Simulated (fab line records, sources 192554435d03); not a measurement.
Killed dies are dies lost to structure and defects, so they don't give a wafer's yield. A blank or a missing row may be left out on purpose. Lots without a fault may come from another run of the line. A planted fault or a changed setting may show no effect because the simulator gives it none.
Chamber matching | flow n5_finfet | N5_BEOL_M8_ILD_DEP_00 on pecvd-03: 3 sister chambers
The step deposits SiCOH lowk from DEMS/porogen, target thk 179.75 nm, time 33.4 s. 6 wafers are shown with their chamber, then 9 later ones without.

WAFERS WITH THEIR CHAMBER
wafer  | chamber | throttle_valve_pct (%) | showerhead_vpp_V (V)
L079.4 | 1       | 15.1                   | 1367
L082.5 | 0       | 13.8                   | 1317
L088.1 | 1       | 15.0                   | 1374
L088.2 | 0       | 13.4                   | 1313
L094.4 | 2       | 12.8                   | 1472
L094.6 | 2       | 12.7                   | 1475

WAFERS WITHOUT THEIR CHAMBER
wafer  | throttle_valve_pct (%) | showerhead_vpp_V (V)
L095.2 | 14.9                   | 1375
L095.3 | 14.1                   | 1324
L095.6 | 13.5                   | 1314
L093.3 | 13.5                   | 1331
L093.4 | 15.0                   | 1381
L093.6 | 13.8                   | 1325
L097.1 | 12.7                   | 1463
L097.4 | 15.0                   | 1396
L097.6 | 12.9                   | 1489

WHICH CHAMBER EACH WENT THROUGH
wafer  | from the rows above | in truth
L095.2 | 1                   | 1
L095.3 | 0                   | 0
L095.6 | 0                   | 0
L093.3 | 0                   | 0
L093.4 | 1                   | 1
L093.6 | 0                   | 0
L097.1 | 2                   | 2
L097.4 | 1                   | 1
L097.6 | 2                   | 2
Placed correctly: 9 of 9. Can't be placed from these rows: 0. Placed wrongly: 0.
How it was worked out, from the rows above alone: a wafer's distance from a chamber is the root of the sum, over the readings, of the square of ((its reading less the chamber's mean) divided by the reading's scatter). The wafer belongs to the nearest chamber; if the next one is less than 2 further off, it can't be placed. A chamber's mean is the mean of its shown wafers. The scatter: the root of (the sum of the squares of (reading less its chamber's mean) over the shown wafers, divided by (wafers less chambers)).
